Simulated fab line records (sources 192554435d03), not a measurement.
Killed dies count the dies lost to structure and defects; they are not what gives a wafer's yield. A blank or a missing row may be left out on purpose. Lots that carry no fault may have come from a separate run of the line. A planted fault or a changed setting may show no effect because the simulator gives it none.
Matching of chambers || flow n5-finfet || N5_SPACER0_ALD_07 on ald-sin-02 has 4 sister chambers
The step deposits SiNx, target thk 2 nm. 4 wafers are shown with their chamber, then 12 later ones without.

EACH WAFER AND ITS CHAMBER
{"wafer": "L081.5", "chamber": 0, "heater-power-w (W)": 1004}
{"wafer": "L083.1", "chamber": 3, "heater-power-w (W)": 921}
{"wafer": "L083.3", "chamber": 1, "heater-power-w (W)": 865}
{"wafer": "L083.4", "chamber": 2, "heater-power-w (W)": 889}

WAFERS WITH NO CHAMBER GIVEN
{"wafer": "L087.3", "heater-power-w (W)": 894}
{"wafer": "L087.4", "heater-power-w (W)": 997}
{"wafer": "L087.5", "heater-power-w (W)": 904}
{"wafer": "L091.1", "heater-power-w (W)": 872}
{"wafer": "L091.2", "heater-power-w (W)": 891}
{"wafer": "L091.3", "heater-power-w (W)": 1009}
{"wafer": "L095.2", "heater-power-w (W)": 877}
{"wafer": "L095.3", "heater-power-w (W)": 1004}
{"wafer": "L095.4", "heater-power-w (W)": 897}
{"wafer": "L096.1", "heater-power-w (W)": 916}
{"wafer": "L096.2", "heater-power-w (W)": 942}
{"wafer": "L096.4", "heater-power-w (W)": 1007}

WHICH CHAMBER EACH ONE RAN IN
{"wafer": "L087.3", "from the rows above": 2, "in truth": 2}
{"wafer": "L087.4", "from the rows above": 0, "in truth": 0}
{"wafer": "L087.5", "from the rows above": "can't be placed: 2 or 3", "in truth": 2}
{"wafer": "L091.1", "from the rows above": "can't be placed: 1 or 2", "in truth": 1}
{"wafer": "L091.2", "from the rows above": 2, "in truth": 2}
{"wafer": "L091.3", "from the rows above": 0, "in truth": 0}
{"wafer": "L095.2", "from the rows above": "can't be placed: 1 or 2", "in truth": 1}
{"wafer": "L095.3", "from the rows above": 0, "in truth": 0}
{"wafer": "L095.4", "from the rows above": "can't be placed: 2 or 3", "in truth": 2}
{"wafer": "L096.1", "from the rows above": 3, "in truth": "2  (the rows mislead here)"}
{"wafer": "L096.2", "from the rows above": 3, "in truth": 3}
{"wafer": "L096.4", "from the rows above": 0, "in truth": 0}
Correctly placed: 7 of 12. Unplaceable from these rows: 4, with the true chamber sitting among the candidates in 4. Wrongly placed: 1.
How it was worked out, from the rows above alone: a wafer's distance from a chamber is the root of the sum, over the readings, of the square of ((its reading less the chamber's mean) divided by the reading's scatter). If the next closest chamber is less than 2 further off than the closest, the wafer can't be placed; otherwise it belongs to the closest. The mean given for a chamber averages the wafers shown for that chamber. The scatter: root of mean squared gap, hidden wafer to nearest shown wafer, with one shown wafer a chamber.
